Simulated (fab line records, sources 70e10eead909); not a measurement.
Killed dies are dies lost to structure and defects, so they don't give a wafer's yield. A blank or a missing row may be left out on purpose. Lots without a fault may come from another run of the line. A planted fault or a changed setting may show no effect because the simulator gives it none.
fab line records | flow nand_harc | part 2 of 2: steps 24 to 29 of 29
record lots=5 wafers=15 last_day=24
route steps=1159 shown A_ONON_D1@449 A_CHANNEL_HOLE_D1@450
lots that met no fault: from a run of the same line without faults
start_h: hours from the record's first day to the start of the lot's first wafer shown | wait_h: hours since the lot's step before | " the same as in the row above | L1.1+2: a row that stands for several wafers | - no value, or no start given | * or withheld: withheld | < > ~ a bound
route shown NAME@n: a module of which the file shows steps, and the number in the route of the first | usual: mean/standard deviation of fault-free wafers | same: alike in all rows | chamber/n: place in a boat | sites: the reading at each site | _std_site: their standard deviation | _edge_site: outer sites' mean less inner sites' | radius_mm: how far each site lies from the wafer's centre | mask NAME#n: copy n | behind: the tool/chamber that last shaped the wafer | hold: why the lot was held/for how many hours/how that ended | device: the transistor (n, p or np) that didn't switch | end of line: the same wafers' tests at the end of the route | a step without rows: its recipe alone | killed: dies lost to structure and defects at the first sort, not the wafer's yield | map: a wafer's dies, x killed, . not, _ none there
set.NAME: the setting as run; set.NAME@STEP: as run at that earlier step | model.NAME: the simulator's own value behind a step, which no gauge read
lots at some steps of the route; a table a step, a row a wafer
services: from which hour (start_h, from the record's first day; less than 0 if before it) a tool's chamber was out of use, for how many hours, and why
## steps
# step NHARC_A_CHANNEL_HOLE_D1_ETCH_20
# recipe bias_v=3000 source_w=withheld pressure_mtorr=20 time_s=361.9 ar_flow_sccm=375 c4f8_flow_sccm=89.3 o2_flow_sccm=35.7 temp_c=-20 target_depth_a=16000 chemistry=C4F8/O2/Ar
# usual drypump_motor_current_A=5.7/0.32 showerhead_plenum_p_Torr=3.81/0.056 throttle_valve_pct=32.156/0.0095
# columns lot.wafer tool chamber start_h wait_h drypump_motor_current_A rf_hours_counter_h showerhead_plenum_p_Torr throttle_valve_pct
L081.1 har_etch-01 0 217.42 0.1 5.3 210 3.73 32.163
L081.2 " 1 " " 6.1 210 3.81 32.177
L081.5 " 1 " " 6.1 - 3.81 32.157
L088.3 har_etch-01 0 267.78 0.2 5.3 - 3.72 32.155
L088.6 " 0 " " 5.3 - 3.73 32.156
L088.5 " 1 " " 6.1 - 3.80 32.157
L090.2 har_etch-01 1 281.08 0.1 6.2 240 3.80 32.164
L090.4 " 0 " " 5.3 - 3.72 32.164
L090.6 " 0 " " 5.3 - 3.72 32.137
L089.1 har_etch-02 0 284.42 0.1 5.6 142 3.85 32.166
L089.2 " 1 " " 5.9 142 3.85 32.146
L089.4 " 0 " " 5.6 - 3.85 32.163
L095.1 har_etch-01 1 304.79 0.1 6.1 253 3.79 32.156
L095.2 " 0 " " 5.3 253 3.71 32.157
L095.4 " 0 " " 5.3 - 3.71 32.148
# step NHARC_A_CHANNEL_HOLE_D1_ETCH_21
# recipe bias_v=3000 source_w=withheld pressure_mtorr=20 time_s=514.3 ar_flow_sccm=375 c4f8_flow_sccm=89.3 o2_flow_sccm=35.7 temp_c=-20 target_depth_a=16000 chemistry=C4F8/O2/Ar
# usual drypump_motor_current_A=5.7/0.32 showerhead_plenum_p_Torr=3.81/0.056 throttle_valve_pct=32.154/0.0095
# columns lot.wafer tool chamber start_h wait_h drypump_motor_current_A rf_hours_counter_h showerhead_plenum_p_Torr throttle_valve_pct
L081.1 har_etch-01 0 217.73 0.3 5.3 211 3.73 32.149
L081.2 " 1 " " 6.2 211 3.81 32.150
L081.5 " 1 " " 6.1 - 3.81 32.147
L088.3 har_etch-01 0 268.13 0.3 5.3 - 3.72 32.162
L088.6 " 0 " " 5.3 - 3.72 32.142
L088.5 " 1 " " 6.1 - 3.80 32.153
L090.2 har_etch-01 1 281.42 0.3 6.2 241 3.80 32.153
L090.4 " 0 " " 5.3 - 3.72 32.154
L090.6 " 0 " " 5.3 - 3.72 32.143
L089.1 har_etch-02 0 284.74 0.3 5.6 143 3.85 32.163
L089.2 " 1 " " 5.9 143 3.85 32.172
L089.4 " 0 " " 5.6 - 3.85 32.173
L095.1 har_etch-01 1 305.10 0.3 6.1 254 3.79 32.168
L095.2 " 0 " " 5.3 254 3.71 32.162
L095.4 " 0 " " 5.3 - 3.71 32.172
# step NHARC_A_CHANNEL_HOLE_D1_ETCH_22
# recipe bias_v=3000 source_w=withheld pressure_mtorr=20 time_s=666.7 ar_flow_sccm=375 c4f8_flow_sccm=89.3 o2_flow_sccm=35.7 temp_c=-20 target_depth_a=16000 chemistry=C4F8/O2/Ar
# usual drypump_motor_current_A=5.7/0.32 showerhead_plenum_p_Torr=3.81/0.056 throttle_valve_pct=32.155/0.0094
# columns lot.wafer tool chamber start_h wait_h drypump_motor_current_A rf_hours_counter_h showerhead_plenum_p_Torr throttle_valve_pct
L081.1 har_etch-01 0 218.17 0.4 5.3 211 3.73 32.157
L081.2 " 1 " " 6.2 211 3.81 32.164
L081.5 " 1 " " 6.2 - 3.81 32.145
L088.3 har_etch-01 0 268.62 0.4 5.3 - 3.72 32.161
L088.6 " 0 " " 5.3 - 3.72 32.153
L088.5 " 1 " " 6.2 - 3.80 32.141
L090.2 har_etch-01 1 281.88 0.4 6.1 241 3.80 32.144
L090.4 " 0 " " 5.3 - 3.72 32.144
L090.6 " 0 " " 5.3 - 3.72 32.174
L089.1 har_etch-02 0 285.18 0.4 5.6 143 3.85 32.164
L089.2 " 1 " " 5.9 143 3.85 32.146
L089.4 " 0 " " 5.6 - 3.85 32.165
L095.1 har_etch-01 1 305.55 0.4 6.1 254 3.79 32.164
L095.2 " 0 " " 5.2 254 3.71 32.146
L095.4 " 0 " " 5.2 - 3.71 32.156
# step NHARC_A_CHANNEL_HOLE_D1_ETCH_23
# recipe bias_v=5000 source_w=withheld pressure_mtorr=20 time_s=819 ar_flow_sccm=375 c4f8_flow_sccm=89.3 o2_flow_sccm=35.7 temp_c=-20 target_depth_a=16000 chemistry=C4F8/O2/Ar
# usual drypump_motor_current_A=5.7/0.32 showerhead_plenum_p_Torr=3.81/0.056 throttle_valve_pct=32.155/0.0093
# columns lot.wafer tool chamber start_h wait_h drypump_motor_current_A rf_hours_counter_h showerhead_plenum_p_Torr throttle_valve_pct
L081.1 har_etch-01 0 218.74 0.5 5.3 212 3.73 32.147
L081.2 " 1 " " 6.1 212 3.81 32.153
L081.5 " 1 " " 6.1 - 3.81 32.163
L088.3 har_etch-01 0 269.23 0.5 5.3 - 3.72 32.162
L088.6 " 0 " " 5.3 - 3.72 32.173
L088.5 " 1 " " 6.1 - 3.80 32.140
L090.2 har_etch-01 1 282.47 0.5 6.2 242 3.80 32.140
L090.4 " 0 " " 5.3 - 3.72 32.157
L090.6 " 0 " " 5.3 - 3.72 32.150
L089.1 har_etch-02 0 285.74 0.5 5.6 144 3.85 32.167
L089.2 " 1 " " 5.9 144 3.85 32.149
L089.4 " 0 " " 5.6 - 3.85 32.151
L095.1 har_etch-01 1 306.12 0.5 6.1 255 3.79 32.144
L095.2 " 0 " " 5.3 255 3.71 32.145
L095.4 " 0 " " 5.3 - 3.71 32.171
# step NHARC_A_CHANNEL_HOLE_D1_ETCH_24
# recipe bias_v=5000 source_w=withheld pressure_mtorr=20 time_s=906.2 ar_flow_sccm=375 c4f8_flow_sccm=93.8 o2_flow_sccm=31.2 temp_c=-20 target_depth_a=15000 chemistry=C4F8/O2/Ar
# usual drypump_motor_current_A=5.7/0.32 showerhead_plenum_p_Torr=3.81/0.056 throttle_valve_pct=32.236/0.0091
# columns lot.wafer tool chamber start_h wait_h drypump_motor_current_A rf_hours_counter_h showerhead_plenum_p_Torr throttle_valve_pct
L081.1 har_etch-01 0 219.45 0.6 5.3 212 3.73 32.238
L081.2 " 1 " " 6.1 212 3.81 32.224
L081.5 " 1 " " 6.2 - 3.81 32.230
L088.3 har_etch-01 0 269.96 0.6 5.3 - 3.72 32.231
L088.6 " 0 " " 5.3 - 3.72 32.228
L088.5 " 1 " " 6.1 - 3.80 32.228
L090.2 har_etch-01 1 283.18 0.6 6.1 242 3.79 32.240
L090.4 " 0 " " 5.3 - 3.71 32.223
L090.6 " 0 " " 5.3 - 3.71 32.239
L089.1 har_etch-02 0 286.44 0.6 5.6 144 3.85 32.228
L089.2 " 1 " " 5.9 144 3.85 32.234
L089.4 " 0 " " 5.6 - 3.85 32.241
L095.1 har_etch-01 1 306.82 0.6 6.2 256 3.78 32.226
L095.2 " 0 " " 5.3 256 3.71 32.234
L095.4 " 0 " " 5.3 - 3.70 32.246
# step NHARC_A_CHANNEL_HOLE_D1_ETCH_25
# recipe bias_v=5000 source_w=withheld pressure_mtorr=20 time_s=1040.2 ar_flow_sccm=375 c4f8_flow_sccm=93.8 o2_flow_sccm=31.2 temp_c=-20 target_depth_a=15000 chemistry=C4F8/O2/Ar
# usual drypump_motor_current_A=5.7/0.33 showerhead_plenum_p_Torr=3.81/0.056 throttle_valve_pct=32.235/0.0096
# columns lot.wafer tool chamber start_h wait_h drypump_motor_current_A rf_hours_counter_h showerhead_plenum_p_Torr throttle_valve_pct
L081.1 har_etch-01 0 220.21 0.6 5.3 213 3.73 32.233
L081.2 " 1 " " 6.2 213 3.81 32.236
L081.5 " 1 " " 6.1 - 3.81 32.236
L088.3 har_etch-01 0 270.77 0.7 5.3 - 3.72 32.246
L088.6 " 0 " " 5.3 - 3.72 32.229
L088.5 " 1 " " 6.1 - 3.80 32.251
L090.2 har_etch-01 1 283.96 0.7 6.1 243 3.79 32.234
L090.4 " 0 " " 5.3 - 3.71 32.242
L090.6 " 0 " " 5.3 - 3.71 32.229
L089.1 har_etch-02 0 287.22 0.6 5.6 145 3.85 32.236
L089.2 " 1 " " 5.9 145 3.85 32.234
L089.4 " 0 " " 5.6 - 3.85 32.251
L095.1 har_etch-01 1 307.59 0.6 6.2 256 3.78 32.216
L095.2 " 0 " " 5.3 256 3.70 32.222
L095.4 " 0 " " 5.3 - 3.70 32.246
## services
# columns tool chamber start_h hours kind
pecvd-04 - 195.00 13.0 pm
arfi_scanner-01 - 196.00 4.0 pm
rie_diel-08 0 207.30 - clean
rie_diel-08 1 207.30 - clean
rie_diel-08 2 207.30 - clean
arfi_scanner-01 - 223.96 0.6 repair
acl_dep-03 - 225.46 13.0 pm
arfi_scanner-02 - 227.58 5.3 repair
pecvd-01 - 237.04 13.0 pm
rie_diel-08 0 240.09 7.6 repair
rie_diel-09 3 242.98 8.4 repair
rie_diel-09 - 254.11 9.0 pm
arfi_scanner-02 - 256.00 4.0 pm
arfi_scanner-02 - 261.62 0.3 repair
acl_dep-03 - 263.57 5.7 repair
rie_diel-10 2 267.66 2.8 repair
litho_track-01 - 268.01 7.0 pm
rie_diel-09 1 273.46 4.7 repair
rie_diel-10 3 280.74 2.1 repair
rie_diel-08 1 285.38 1.6 repair
litho_track-06 - 292.00 7.0 pm
pecvd-03 - 292.15 13.0 pm
acl_dep-01 - 294.02 13.0 pm
rie_diel-08 - 301.80 9.0 pm
